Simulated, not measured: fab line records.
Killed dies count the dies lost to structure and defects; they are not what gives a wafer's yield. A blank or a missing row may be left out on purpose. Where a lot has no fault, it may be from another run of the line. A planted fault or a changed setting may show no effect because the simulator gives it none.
Which of the tools did it? -- flow n5-finfet -- 11 lots with 33 wafers sampled at 5 steps, on a route of 1938 steps

WHAT THE GAUGES READ, wafer by wafer
N5_BEOL_M3_CD_MEAS_35: target cd 18 nm, target cd y 21 nm. Usual: 18.0 nm for cd-nm, sd 0.36.
lot,measured,on,cd-nm (nm),flag
L511,day 7 17:11,cd-sem-02,18.3 18.4 17.8,
L512,day 8 03:28,cd-sem-03,18.1 18.7 18.5,
L513,day 8 11:30,cd-sem-02,18.1 18.1 17.4,
L514,day 8 11:38,cd-sem-03,18.1 17.8 17.5,
L515,day 9 02:10,cd-sem-03,17.4 17.8 18.1,
L517,day 9 07:35,cd-sem-02,18.4 18.1 17.5,
L516,day 9 10:26,cd-sem-03,18.1 17.7 17.9,
L520,day 9 22:19,cd-sem-02,17.4 17.8 18.0,
L521,day 10 12:59,cd-sem-02,18.3 17.9 17.9,
L528,day 12 13:08,cd-sem-03,18.2 17.5 17.9,
L532,day 14 02:18,cd-sem-01,17.8 18.0 17.5,

N5_BEOL_M4_RC_MEAS_101. Usual: DIBL_N 35.1 mV/V, standard deviation 1.6; DIBL_P 34.9 mV/V, standard deviation 1.8; IOFF_N 0.143 nA/um, standard deviation 0.026; IOFF_P 0.21 nA/um, standard deviation 0.037; ION_N 671 uA/um, standard deviation 11; ION_P 463 uA/um, standard deviation 7.8; SS_N 71.2 mV/dec, standard deviation 0.58; SS_P 73.0 mV/dec, standard deviation 0.54; VT_N 251 mV, standard deviation 3; VT_P -250 mV, standard deviation 4.1.
lot,measured,on,DIBL_N (mV/V),DIBL_P (mV/V),IOFF_N (nA/um),IOFF_P (nA/um),ION_N (uA/um),ION_P (uA/um),SS_N (mV/dec),SS_P (mV/dec),VT_N (mV),VT_P (mV),flag
L511,day 8 09:57,prober-01,31.8 34.7 31.2,30.7 35.7 30.9,0.109 0.146 0.097,0.15 0.21 0.15,658 667 652,457 465 457,71.1 72.3 70.0,71.7 73.5 71.7,253 250 256,-253 -249 -250,
L512,day 8 23:17,prober-02,32.9 34.7 35.1,32.2 34.7 35.1,0.110 0.137 0.147,0.18 0.21 0.22,663 678 680,462 472 464,69.8 70.9 71.3,72.5 72.8 72.7,255 250 252,-249 -248 -249,
L513,day 9 04:28,prober-01,33.5 33.3 34.0,33.1 32.9 33.4,0.131 0.129 0.138,0.17 0.17 0.16,676 670 675,461 453 460,71.2 71.2 70.9,72.3 73.0 73.1,249 251 253,-254 -255 -254,
L514,day 9 06:34,prober-01,31.5 35.8 33.8,31.2 35.1 33.7,0.092 0.149 0.122,0.12 0.16 0.15,661 655 663,455 450 453,69.7 71.0 70.4,72.1 72.9 73.3,259 251 252,-260 -255 -256,
L515,day 9 19:20,prober-02,33.6 31.6 31.3,34.0 31.3 31.5,0.139 0.109 0.106,0.22 0.18 0.18,672 659 655,467 467 457,71.6 70.8 70.6,73.1 71.9 71.9,250 252 253,-246 -249 -247,
L517,day 10 21:08,prober-01,35.0 34.8 35.4,34.1 33.8 34.2,0.118 0.119 0.134,0.16 0.15 0.16,657 654 675,451 450 453,71.6 71.5 71.7,72.6 72.9 72.6,257 255 253,-256 -261 -255,
L516,day 11 01:00,prober-01,34.3 35.9 33.5,35.1 36.5 34.4,0.135 0.155 0.131,0.20 0.23 0.20,681 691 668,467 467 469,71.2 71.6 71.2,73.2 73.7 72.3,254 251 252,-248 -246 -250,
L520,day 11 06:17,prober-01,32.3 35.7 34.8,30.9 36.4 34.2,0.105 0.159 0.141,0.15 0.22 0.19,663 677 673,458 466 463,70.3 71.0 70.4,72.7 73.3 73.2,255 248 251,-251 -246 -248,
L521,day 11 10:08,prober-01,34.9 35.5 34.3,33.6 35.2 33.2,0.126 0.131 0.118,0.17 0.18 0.16,671 661 664,460 459 454,71.2 70.9 70.7,72.4 73.8 72.8,255 254 254,-254 -254 -256,
L528,day 13 23:04,prober-01,34.1 34.5 34.7,34.2 33.9 36.2,0.138 0.140 0.165,0.20 0.19 0.24,668 670 696,462 459 477,70.5 71.0 71.9,73.2 73.2 73.1,251 253 246,-247 -249 -246,
L532,day 15 03:55,prober-01,37.5 35.5 36.4,36.4 34.0 35.6,0.162 0.135 0.157,0.26 0.23 0.25,673 673 677,469 466 476,71.4 71.0 71.7,73.5 73.5 74.0,252 251 250,-244 -247 -243,

WHICH TOOL RAN EACH LOT (tool, then ch and the chambers of the sampled wafers, then the start)
lot,N5_BEOL_M3_CVD_47,N5_BEOL_M3_ANNEAL_80,N5_BEOL_M3_SPUTTER_81
L511,"cvd-co-01 ch 1,2, day 7 18:09","pvd-sputter-02, day 7 18:39","pvd-sputter-02, day 7 18:47"
L512,"cvd-co-02 ch 0,2, day 8 04:41","pvd-sputter-01, day 8 06:01","pvd-sputter-01, day 8 06:09"
L513,"cvd-co-02 ch 0,1,2, day 8 12:19","pvd-sputter-02, day 8 12:46","pvd-sputter-02, day 8 12:55"
L514,"cvd-co-02 ch 0,1,2, day 8 12:38","pvd-sputter-01, day 8 13:20","pvd-sputter-01, day 8 13:29"
L515,"cvd-co-01 ch 0,2, day 9 03:07","pvd-sputter-02, day 9 03:43","pvd-sputter-02, day 9 03:51"
L517,"cvd-co-01 ch 1,2, day 9 08:13","pvd-sputter-03, day 9 08:41","pvd-sputter-03, day 9 08:50"
L516,"cvd-co-02 ch 1,2, day 9 11:26","pvd-sputter-03, day 9 11:53","pvd-sputter-03, day 9 12:02"
L520,"cvd-co-01 ch 1,2, day 9 23:19","pvd-sputter-03, day 9 23:47","pvd-sputter-03, day 9 23:55"
L521,"cvd-co-01 ch 0,2, day 10 13:28","pvd-sputter-01, day 10 14:01","pvd-sputter-01, day 10 14:10"
L528,"cvd-co-02 ch 0,1,2, day 12 13:43","pvd-sputter-02, day 12 14:19","pvd-sputter-02, day 12 14:27"
L532,"cvd-co-01 ch 0,2, day 14 04:19","pvd-sputter-03, day 14 04:47","pvd-sputter-03, day 14 04:55"
- N5_BEOL_M3_CVD_47: deposits Co from CCTBA/H2, target thk 3 nm, time 223.8 s.
- N5_BEOL_M3_ANNEAL_80: time 240 s.
- N5_BEOL_M3_SPUTTER_81: material Cu, target thk 4.5 nm, time 8.29 s.

AS READ BY THE TOOLS THEMSELVES (means over the sampled wafers that have a number; for cases with no such wafer, the mark the record gives instead)
N5_BEOL_M3_CVD_47. Usual: chamber-pressure-Torr 29.99 Torr, standard deviation 0.069; run-length-s 246.8 s, standard deviation 0.5.
lot,tool,chamber-pressure-Torr (Torr),run-length-s (s),flag
L511,cvd-co-01,30.02,246.9,
L512,cvd-co-02,30.04,247.0,
L513,cvd-co-02,29.94,247.2,
L514,cvd-co-02,30.03,246.8,
L515,cvd-co-01,30.06,246.2,
L517,cvd-co-01,29.92,246.9,
L516,cvd-co-02,30.04,247.0,
L520,cvd-co-01,30.00,246.6,
L521,cvd-co-01,29.96,246.5,
L528,cvd-co-02,29.99,273.9,OFF
L532,cvd-co-01,29.96,246.7,

N5_BEOL_M3_ANNEAL_80. Usual: 840 W for heater-power-w, sd 110.
lot,tool,heater-power-w (W),flag
L511,pvd-sputter-02,993,
L512,pvd-sputter-01,793,
L513,pvd-sputter-02,920,
L514,pvd-sputter-01,781,
L515,pvd-sputter-02,855,
L517,pvd-sputter-03,775,
L516,pvd-sputter-03,804,
L520,pvd-sputter-03,786,
L521,pvd-sputter-01,788,
L528,pvd-sputter-02,910,
L532,pvd-sputter-03,808,

N5_BEOL_M3_SPUTTER_81. Usual: 30.7 % for throttle-valve-pct, sd 0.96.
lot,tool,throttle-valve-pct (%),flag
L511,pvd-sputter-02,30.2,
L512,pvd-sputter-01,30.4,
L513,pvd-sputter-02,30.9,
L514,pvd-sputter-01,30.2,
L515,pvd-sputter-02,31.5,
L517,pvd-sputter-03,30.1,
L516,pvd-sputter-03,30.5,
L520,pvd-sputter-03,29.9,
L521,pvd-sputter-01,30.2,
L528,pvd-sputter-02,31.0,
L532,pvd-sputter-03,30.4,

THE ANSWER, worked out from the rows above alone
Rule: take the mean of a lot's wafers that have a number; if it is more than 3 standard deviations from the usual mean, the lot is off. Also off: a lot with no number at a reading for which 4 or more lots have one. All remaining lots with rows at the step are treated as sound. First the gauges in route order, then the tools' own readings, where a lot's mean is used as printed above. The first step at which some lot is off is used, and at that step the reading that is off furthest; a lot without a number counts as furthest.
Off: L528, at N5_BEOL_M3_CVD_47 (run-length-s).
A tool fits if, at that step or a process step before it, it ran every lot that is off, and no sound lot after the first of them. One candidate fits, namely cvd-co-02 at N5_BEOL_M3_CVD_47. Its last sound lot is L516 (day 9 11:26), its first lot that is off L528 (day 12 13:43): a fault that began between those two fits.
On the lots that are off, the tool's own readings at N5_BEOL_M3_CVD_47 differ by more than 5 times the standard deviation of the sound lots' means, which bears it out; run-length-s reads 273.9 s there versus 246.8 s on the sound lots.

WHAT WAS PUT IN BY THE SIMULATOR
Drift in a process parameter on cvd-co-02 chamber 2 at N5_BEOL_M3_CVD_47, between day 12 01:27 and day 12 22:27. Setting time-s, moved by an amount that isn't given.
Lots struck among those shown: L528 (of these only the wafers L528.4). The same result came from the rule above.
